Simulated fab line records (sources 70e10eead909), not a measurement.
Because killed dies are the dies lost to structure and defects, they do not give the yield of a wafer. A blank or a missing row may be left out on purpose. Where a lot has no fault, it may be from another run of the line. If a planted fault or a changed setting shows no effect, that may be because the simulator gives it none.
Matching of chambers | flow nand-harc | rie-diel-05 running NHARC_A_ZERO_WELL_DESCUM_12: 4 sister chambers
The step chemistry O2, time 3 s. 4 wafers are shown with their chamber, then 11 later ones without.

WAFERS PAIRED WITH THEIR CHAMBERS
wafer  | chamber | drypump-motor-current-A (A)
L522.2 | 1       | 5.3
L523.2 | 0       | 5.5
L523.5 | 3       | 6.0
L527.1 | 2       | 5.4

WAFERS WITHOUT THEIR CHAMBER
wafer  | drypump-motor-current-A (A)
L527.2 | 5.2
L527.6 | 5.4
L529.1 | 5.4
L529.4 | 5.5
L529.5 | 5.9
L530.2 | 5.2
L530.3 | 5.9
L530.4 | 5.4
L532.1 | 5.3
L532.3 | 5.4
L532.6 | 5.2

THE CHAMBER EACH PASSED THROUGH
wafer  | from the rows above          | in truth
L527.2 | can't be placed: 1 or 2      | 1
L527.6 | can't be placed: 2 or 0 or 1 | 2
L529.1 | can't be placed: 2 or 0 or 1 | 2
L529.4 | can't be placed: 0 or 2      | 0
L529.5 | 3                            | 3
L530.2 | can't be placed: 1 or 2      | 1
L530.3 | 3                            | 3
L530.4 | can't be placed: 2 or 0 or 1 | 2
L532.1 | can't be placed: 1 or 2      | 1
L532.3 | can't be placed: 2 or 0 or 1 | 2
L532.6 | can't be placed: 1 or 2      | 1
Placed correctly: 2 of 11. Cannot be placed on the basis of these rows: 9; the candidates contain the true chamber in 9. Placed wrongly: 0.
How it was worked out, from the rows above alone: a wafer's distance from a chamber is the root of the sum, over the readings, of the square of ((its reading less the chamber's mean) divided by the reading's scatter). If the next closest chamber is less than 2 further off than the closest, the wafer can't be placed; otherwise it belongs to the closest. A chamber's mean is the mean of its shown wafers. The scatter: with one shown wafer a chamber, the root of the mean of the squares of how far each hidden wafer lies from its nearest shown one.
